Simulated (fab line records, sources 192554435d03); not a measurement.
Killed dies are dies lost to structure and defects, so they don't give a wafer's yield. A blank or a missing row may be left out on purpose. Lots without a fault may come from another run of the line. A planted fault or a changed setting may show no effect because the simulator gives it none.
Which tool did it? | flow n5_finfet | 24 lots, 72 wafers sampled, at 6 steps of a route of 1938

WHAT THE GAUGES READ, wafer by wafer
N5_BEOL_M1_OCD_MEAS_38.
lot  | measured     | on     | trench_depth_nm (nm)
L074 | day 6 05:52  | ocd-02 | 56.9 54.8 55.0
L075 | day 6 10:29  | ocd-01 | 56.7 54.3 56.0
L077 | day 7 01:48  | ocd-01 | 53.1 53.0 55.5
L076 | day 7 02:17  | ocd-01 | 55.9 54.6 54.3
L078 | day 7 14:57  | ocd-01 | 55.4 55.0 56.2
L079 | day 7 14:56  | ocd-01 | 55.6 54.6 54.7
L080 | day 8 01:28  | ocd-02 | 53.6 55.6 56.0
L081 | day 8 05:49  | ocd-02 | 55.3 53.5 55.5
L083 | day 8 13:02  | ocd-01 | 55.6 56.1 55.3
L082 | day 8 13:53  | ocd-01 | 54.9 55.2 54.6
L084 | day 8 20:52  | ocd-01 | 54.5 55.3 55.5
L085 | day 9 04:30  | ocd-01 | 56.0 54.9 55.4
L086 | day 9 16:43  | ocd-01 | 55.0 55.3 52.6
L087 | day 9 19:31  | ocd-02 | 52.4 55.5 52.7
L088 | day 10 00:39 | ocd-01 | 56.5 52.8 52.2
L089 | day 10 00:41 | ocd-02 | 54.3 55.2 56.1
L090 | day 10 14:20 | ocd-02 | 55.8 56.6 54.5
L091 | day 10 20:23 | ocd-02 | 55.2 55.5 54.8
L092 | day 11 01:54 | ocd-01 | 55.4 55.1 53.8
L093 | day 11 09:53 | ocd-02 | 55.6 55.8 56.4
L094 | day 11 09:55 | ocd-01 | 55.8 55.1 55.4
L095 | day 11 15:08 | ocd-02 | 56.6 54.4 55.7
L096 | day 12 07:04 | ocd-01 | 55.8 56.6 55.1
L097 | day 12 13:49 | ocd-02 | 57.3 54.1 54.7

N5_BEOL_M2_THK_MEAS_01.
lot  | measured     | on            | M2_ILD_THK (nm)
L074 | day 6 11:01  | film_metro-01 | 78.2 79.9 79.4
L075 | day 6 14:38  | film_metro-01 | 76.7 78.0 78.2
L077 | day 7 06:08  | film_metro-02 | 79.1 79.2 79.8
L076 | day 7 07:14  | film_metro-01 | 79.0 80.4 81.4
L078 | day 7 19:25  | film_metro-01 | 77.2 79.0 77.8
L079 | day 7 18:58  | film_metro-02 | 76.9 77.9 77.2
L080 | day 8 05:44  | film_metro-02 | 78.8 78.5 79.0
L081 | day 8 09:55  | film_metro-02 | 77.2 79.9 79.3
L083 | day 8 16:45  | film_metro-02 | 76.8 77.6 78.2
L082 | day 8 18:56  | film_metro-02 | 78.5 79.9 79.7
L084 | day 9 01:40  | film_metro-02 | 78.9 80.4 81.4
L085 | day 9 09:45  | film_metro-02 | 78.3 78.2 78.7
L086 | day 9 21:44  | film_metro-01 | 77.7 79.0 79.9
L087 | day 9 23:40  | film_metro-01 | 78.5 79.2 79.9
L088 | day 10 04:52 | film_metro-01 | 78.0 79.8 80.1
L089 | day 10 06:09 | film_metro-02 | 77.7 79.3 79.1
L090 | day 10 18:46 | film_metro-02 | 77.0 77.1 77.0
L091 | day 11 00:50 | film_metro-02 | 77.8 79.4 80.5
L092 | day 11 06:14 | film_metro-01 | 77.7 77.8 78.6
L093 | day 11 15:44 | film_metro-01 | 79.3 80.7 79.8
L094 | day 11 13:58 | film_metro-02 | 78.0 79.0 79.6
L095 | day 11 20:11 | film_metro-01 | 78.9 81.6 80.5
L096 | day 12 11:07 | film_metro-01 | 78.8 80.4 78.2
L097 | day 12 18:04 | film_metro-02 | 79.9 78.9 81.0

WHICH TOOL RAN EACH LOT (tool, then ch and the chambers of the sampled wafers, then the start)
lot  | N5_BEOL_M1_STRIP_36                | N5_BEOL_M1_SURFACE_TREAT_85  | N5_BEOL_M1_ANNEAL_89         | N5_BEOL_M1_CO_CAP_55
L074 | rie_diel-03 ch 0,2,3, day 6 05:40  | pvd_sputter-03, day 6 07:47  | pvd_sputter-01, day 6 08:58  | cvd_co-01 ch 0,2, day 6 10:40
L075 | rie_diel-03 ch 0,1,2, day 6 10:18  | pvd_sputter-02, day 6 11:20  | pvd_sputter-03, day 6 12:38  | cvd_co-02 ch 0,1,2, day 6 14:19
L077 | rie_diel-04 ch 1,2, day 7 01:36    | pvd_sputter-03, day 7 02:21  | pvd_sputter-01, day 7 04:02  | cvd_co-02 ch 0,1,2, day 7 05:52
L076 | rie_diel-06 ch 2,3, day 7 02:05    | pvd_sputter-02, day 7 03:57  | pvd_sputter-02, day 7 05:08  | cvd_co-01 ch 0,2, day 7 06:55
L078 | rie_diel-06 ch 0,3, day 7 14:44    | pvd_sputter-03, day 7 15:56  | pvd_sputter-02, day 7 17:23  | cvd_co-02 ch 0,1, day 7 19:04
L079 | rie_diel-03 ch 1,2,3, day 7 14:44  | pvd_sputter-03, day 7 15:41  | pvd_sputter-03, day 7 16:56  | cvd_co-02 ch 0,1, day 7 18:37
L080 | rie_diel-06 ch 1,2,3, day 8 01:16  | pvd_sputter-01, day 8 02:29  | pvd_sputter-02, day 8 03:44  | cvd_co-02 ch 0,2, day 8 05:25
L081 | rie_diel-06 ch 0,1,2, day 8 05:37  | pvd_sputter-03, day 8 06:37  | pvd_sputter-03, day 8 07:53  | cvd_co-02 ch 1,2, day 8 09:32
L083 | rie_diel-03 ch 0,1, day 8 12:50    | pvd_sputter-02, day 8 13:34  | pvd_sputter-01, day 8 14:44  | cvd_co-02 ch 0,1,2, day 8 16:25
L082 | rie_diel-04 ch 0,2,3, day 8 13:41  | pvd_sputter-01, day 8 15:46  | pvd_sputter-02, day 8 16:58  | cvd_co-01 ch 0,2, day 8 18:38
L084 | rie_diel-06 ch 0,1,3, day 8 20:40  | pvd_sputter-03, day 8 22:23  | pvd_sputter-03, day 8 23:40  | cvd_co-01 ch 0,1,2, day 9 01:20
L085 | rie_diel-03 ch 0,1,3, day 9 04:18  | pvd_sputter-01, day 9 05:33  | pvd_sputter-03, day 9 06:44  | cvd_co-01 ch 0,1,2, day 9 09:26
L086 | rie_diel-04 ch 0,1, day 9 16:31    | pvd_sputter-01, day 9 18:02  | pvd_sputter-01, day 9 19:39  | cvd_co-01 ch 1,2, day 9 21:25
L087 | rie_diel-04 ch 1,2, day 9 19:20    | pvd_sputter-02, day 9 20:27  | pvd_sputter-03, day 9 21:41  | cvd_co-01 ch 0,1,2, day 9 23:21
L088 | rie_diel-04 ch 1,2, day 10 00:26   | pvd_sputter-03, day 10 01:28 | pvd_sputter-01, day 10 02:39 | cvd_co-01 ch 0,1,2, day 10 04:19
L089 | rie_diel-03 ch 0,2,3, day 10 00:26 | pvd_sputter-03, day 10 01:31 | pvd_sputter-02, day 10 02:47 | cvd_co-02 ch 1,2, day 10 05:48
L090 | rie_diel-03 ch 0,1,3, day 10 14:08 | pvd_sputter-03, day 10 15:17 | pvd_sputter-03, day 10 16:28 | cvd_co-01 ch 0,1,2, day 10 18:27
L091 | rie_diel-04 ch 2,3, day 10 20:11   | pvd_sputter-01, day 10 21:20 | pvd_sputter-02, day 10 22:38 | cvd_co-01 ch 0,2, day 11 00:31
L092 | rie_diel-06 ch 0,1,2, day 11 01:42 | pvd_sputter-02, day 11 02:44 | pvd_sputter-03, day 11 04:11 | cvd_co-01 ch 1,2, day 11 05:55
L093 | rie_diel-03 ch 1,2,3, day 11 09:41 | pvd_sputter-02, day 11 10:52 | pvd_sputter-02, day 11 13:44 | cvd_co-02 ch 0,1, day 11 15:25
L094 | rie_diel-04 ch 0,2, day 11 09:43   | pvd_sputter-02, day 11 10:43 | pvd_sputter-02, day 11 11:54 | cvd_co-01 ch 1,2, day 11 13:38
L095 | rie_diel-06 ch 1,2,3, day 11 14:56 | pvd_sputter-03, day 11 16:34 | pvd_sputter-03, day 11 18:12 | cvd_co-01 ch 1,2, day 11 19:52
L096 | rie_diel-03 ch 0,3, day 12 06:52   | pvd_sputter-01, day 12 07:57 | pvd_sputter-01, day 12 09:08 | cvd_co-02 ch 0,2, day 12 10:48
L097 | rie_diel-06 ch 0,2,3, day 12 13:37 | pvd_sputter-03, day 12 14:53 | pvd_sputter-03, day 12 16:04 | cvd_co-01 ch 1,2, day 12 17:45
- N5_BEOL_M1_STRIP_36: strips in N2/H2.
- N5_BEOL_M1_SURFACE_TREAT_85
- N5_BEOL_M1_ANNEAL_89: time 240 s.
- N5_BEOL_M1_CO_CAP_55: material Co, precursor CCTBA/H2, target thk 2 nm, time 102.1 s.

WHAT THE TOOLS THEMSELVES READ (means of the sampled wafers that have a number; where no wafer has one, the mark that the record gives instead)
N5_BEOL_M1_STRIP_36.
lot  | tool        | chamber_pressure_mTorr (mTorr) | drypump_motor_current_A (A) | h2_flow_sccm (sccm) | oes_product_au (a.u.) | rf_vpp_V (V) | showerhead_plenum_p_Torr (Torr) | throttle_valve_pct (%)
L074 | rie_diel-03 | 19.98                          | 5.9                         | 200.1               | 0.77                  | 59.1         | 2.49                            | 23.5
L075 | rie_diel-03 | 19.96                          | 6.0                         | 199.6               | 0.78                  | 59.2         | 2.50                            | 23.7
L077 | rie_diel-04 | 20.00                          | 6.1                         | 201.0               | 0.74                  | 58.8         | 2.61                            | 23.4
L076 | rie_diel-06 | 19.98                          | 5.9                         | 200.0               | 0.72                  | 58.9         | 2.55                            | 23.6
L078 | rie_diel-06 | 20.00                          | 5.8                         | 199.6               | 0.75                  | 58.5         | 2.42                            | 23.5
L079 | rie_diel-03 | 20.02                          | 5.9                         | 200.1               | 0.71                  | 57.9         | 2.43                            | 23.5
L080 | rie_diel-06 | 20.02                          | 6.0                         | 199.8               | 0.80                  | 57.7         | 2.51                            | 23.6
L081 | rie_diel-06 | 20.00                          | 5.9                         | 200.2               | 0.76                  | 60.3         | 2.50                            | 23.7
L083 | rie_diel-03 | 20.00                          | 5.7                         | 199.4               | 0.78                  | 57.1         | 2.47                            | 24.0
L082 | rie_diel-04 | 19.97                          | 5.7                         | 200.0               | 0.75                  | 61.0         | 2.45                            | 23.4
L084 | rie_diel-06 | 19.99                          | 5.9                         | 199.8               | 0.78                  | 58.8         | 2.43                            | 23.6
L085 | rie_diel-03 | 20.04                          | 5.6                         | 199.7               | 0.76                  | 58.0         | 2.46                            | 23.9
L086 | rie_diel-04 | 20.01                          | 5.7                         | 200.2               | 0.74                  | 58.6         | 2.47                            | 23.3
L087 | rie_diel-04 | 20.01                          | 6.1                         | 200.5               | 0.83                  | 60.2         | 2.60                            | 23.3
L088 | rie_diel-04 | 19.98                          | 6.1                         | 200.9               | 0.81                  | 58.9         | 2.60                            | 23.3
L089 | rie_diel-03 | 19.99                          | 6.0                         | 199.7               | 0.84                  | 58.2         | 2.48                            | 23.4
L090 | rie_diel-03 | 19.98                          | 5.6                         | 200.4               | 0.75                  | 59.1         | 2.45                            | 23.9
L091 | rie_diel-04 | 20.03                          | 5.9                         | 200.7               | 0.89                  | 57.8         | 2.51                            | 23.4
L092 | rie_diel-06 | 20.00                          | 5.9                         | 199.4               | 0.83                  | 59.6         | 2.49                            | 23.7
L093 | rie_diel-03 | 20.02                          | 5.9                         | 199.9               | 0.86                  | 59.4         | 2.53                            | 23.3
L094 | rie_diel-04 | 20.03                          | 5.9                         | 199.5               | 0.88                  | 59.3         | 2.53                            | 23.3
L095 | rie_diel-06 | 19.99                          | 6.0                         | 200.0               | 0.84                  | 60.0         | 2.50                            | 23.6
L096 | rie_diel-03 | 20.03                          | 5.6                         | 200.7               | 0.90                  | 59.4         | 2.66                            | 23.4
L097 | rie_diel-06 | 20.00                          | 5.8                         | 199.6               | 0.87                  | 59.4         | 2.57                            | 23.4

N5_BEOL_M1_ANNEAL_89.
lot  | tool           | heater_power_w (W)
L074 | pvd_sputter-01 | 791
L075 | pvd_sputter-03 | 724
L077 | pvd_sputter-01 | 824
L076 | pvd_sputter-02 | 861
L078 | pvd_sputter-02 | 803
L079 | pvd_sputter-03 | 764
L080 | pvd_sputter-02 | 853
L081 | pvd_sputter-03 | 890
L083 | pvd_sputter-01 | 771
L082 | pvd_sputter-02 | 833
L084 | pvd_sputter-03 | 800
L085 | pvd_sputter-03 | 801
L086 | pvd_sputter-01 | 758
L087 | pvd_sputter-03 | 713
L088 | pvd_sputter-01 | 835
L089 | pvd_sputter-02 | 844
L090 | pvd_sputter-03 | 795
L091 | pvd_sputter-02 | 833
L092 | pvd_sputter-03 | 768
L093 | pvd_sputter-02 | 868
L094 | pvd_sputter-02 | 854
L095 | pvd_sputter-03 | 800
L096 | pvd_sputter-01 | 828
L097 | pvd_sputter-03 | 776

N5_BEOL_M1_CO_CAP_55.
lot  | tool      | heater_power_outer_w (W) | heater_power_w (W)
L074 | cvd_co-01 | 133                      | 230
L075 | cvd_co-02 | 113                      | 225
L077 | cvd_co-02 | 115                      | 224
L076 | cvd_co-01 | 132                      | 234
L078 | cvd_co-02 | 120                      | 231
L079 | cvd_co-02 | 125                      | 238
L080 | cvd_co-02 | 112                      | 221
L081 | cvd_co-02 | 119                      | 231
L083 | cvd_co-02 | 116                      | 226
L082 | cvd_co-01 | 135                      | 234
L084 | cvd_co-01 | 123                      | 226
L085 | cvd_co-01 | 123                      | 224
L086 | cvd_co-01 | 130                      | 232
L087 | cvd_co-01 | 123                      | 227
L088 | cvd_co-01 | 123                      | 219
L089 | cvd_co-02 | 120                      | 230
L090 | cvd_co-01 | 125                      | 224
L091 | cvd_co-01 | 132                      | 231
L092 | cvd_co-01 | 129                      | 234
L093 | cvd_co-02 | 122                      | 242
L094 | cvd_co-01 | 130                      | 231
L095 | cvd_co-01 | 120                      | 225
L096 | cvd_co-02 | 110                      | 215
L097 | cvd_co-01 | 129                      | 232

THE ANSWER, worked out from the rows above alone
Rule: what is usual is taken from the lots themselves. Put in order of their means at a reading, lots are off if they are a third of the lots or fewer, leave a main group of 4 or more, and stand apart from it by a gap of 3 or more times the standard deviation of the main group's means; of several such gaps the widest counts. A main group whose means are all the same, to the digits that the tables above print for the reading, isn't used. A lot without any number at a reading at which 4 lots or more have one is off too. The other lots that the step has rows for count as sound. The gauges are gone through in route order, then the tools' own readings, and for those a lot's mean is taken as printed above. The first step at which some lot is off is used, and at that step the reading that is off furthest; a lot without a number counts as furthest.
No lot is off at any reading shown: from this, nothing can be told.

WHAT THE SIMULATOR HAD PUT IN
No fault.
